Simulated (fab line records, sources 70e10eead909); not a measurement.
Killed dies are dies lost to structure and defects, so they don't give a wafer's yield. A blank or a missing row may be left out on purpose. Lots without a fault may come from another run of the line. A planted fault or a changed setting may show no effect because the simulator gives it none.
A struck lot beside a sound one | flow nand_harc | 15 steps out of a route of 1159
Sound: wafers L716.1, L716.4, L716.5. Struck: wafers L705.1, L705.3, L705.5. The cause comes at the end.
At each step with rows: each side's tool, then ch and its chambers, then its first start. Under that, the readings that differ: sound wafers | struck wafers | difference of the means | sigmas: that difference in standard deviations of wafers without a fault.
alike: readings whose means differ by less than 2 such deviations, and words and numbers that are the same on both sides. not compared: withheld readings, readings that some wafer has no value for, bounds like >300 that may hide the same value, and numbers for which the record gives no deviation and whose values overlap.
The two part at a step that has a row with sigmas, a row that says differs or no value, or rows on one side only. Numbers that don't overlap but have no deviation are shown without sigmas and don't part them. A reading that every wafer of one side lacks parts them only if that side has two wafers or more.

first, 1 step without rows for these wafers: NHARC_A_ONON_D1_DEP_00 (target thk 1000 nm).
NHARC_A_ONON_D1_THK_MEAS_02: measures by ellipsometry.
  sound on film_metro-02, day 12 07:48; struck on film_metro-01, day 9 16:01
  alike: thk_nm
then, 1 step without rows for these wafers: NHARC_A_ONON_D1_DEP_03 (target thk 1000 nm).
NHARC_A_ONON_D1_THK_MEAS_05: measures by ellipsometry.
  sound on film_metro-02, day 12 08:22; struck on film_metro-02, day 9 16:35
  alike: thk_nm
then, 1 step without rows for these wafers: NHARC_A_ONON_D1_DEP_06 (target thk 1000 nm).
NHARC_A_ONON_D1_THK_MEAS_08: measures by ellipsometry.
  sound on film_metro-01, day 12 08:56; struck on film_metro-02, day 9 17:10
  reading     | sound       | struck      | difference | sigmas
  thk_nm (nm) | 997 997 996 | 973 975 976 | -22        | -3
then, 1 step without rows for these wafers: NHARC_A_ONON_D1_DEP_09 (target thk 1000 nm).
NHARC_A_ONON_D1_THK_MEAS_11: measures by ellipsometry.
  sound on film_metro-02, day 12 09:31; struck on film_metro-02, day 9 17:43
  alike: thk_nm
then, 1 step without rows for these wafers: NHARC_A_ONON_D1_DEP_12 (target thk 1000 nm).
NHARC_A_ONON_D1_THK_MEAS_14: measures by ellipsometry.
  sound on film_metro-01, day 12 10:05; struck on film_metro-01, day 9 18:18
  alike: thk_nm
then, 1 step without rows for these wafers: NHARC_A_ONON_D1_ANNEAL_15 (time 3600 s).
NHARC_A_ONON_D1_DEP_16: target thk 1000 nm.
  sound on pecvd_onon-02 ch 0, day 12 17:46; struck on pecvd_onon-03 ch 0, day 10 01:35
NHARC_A_ONON_D1_THK_MEAS_18: measures by ellipsometry.
  sound on film_metro-02, day 12 18:17; struck on film_metro-01, day 10 02:05
  reading     | sound       | struck         | difference | sigmas
  thk_nm (nm) | 995 994 995 | 1564 1565 1563 | +569       | +57
then, 1 step without rows for these wafers: NHARC_A_ONON_D1_DEP_19 (target thk 1000 nm).
-- the record jumps here: 11 days lie between the struck wafers' starts before and after (it left off in module A_ONON_D1 and takes up again in module END, whose first step shown is number 1159 of the route) --
NHARC_END_SORT_01:
  the record has rows for the struck wafers here (prober-01 ch 0, day 21 10:17) and none for the sound ones

WHERE THEY PART
First at NHARC_A_ONON_D1_THK_MEAS_08; last, within this record, at NHARC_END_SORT_01.

WHY: what the simulator had put in
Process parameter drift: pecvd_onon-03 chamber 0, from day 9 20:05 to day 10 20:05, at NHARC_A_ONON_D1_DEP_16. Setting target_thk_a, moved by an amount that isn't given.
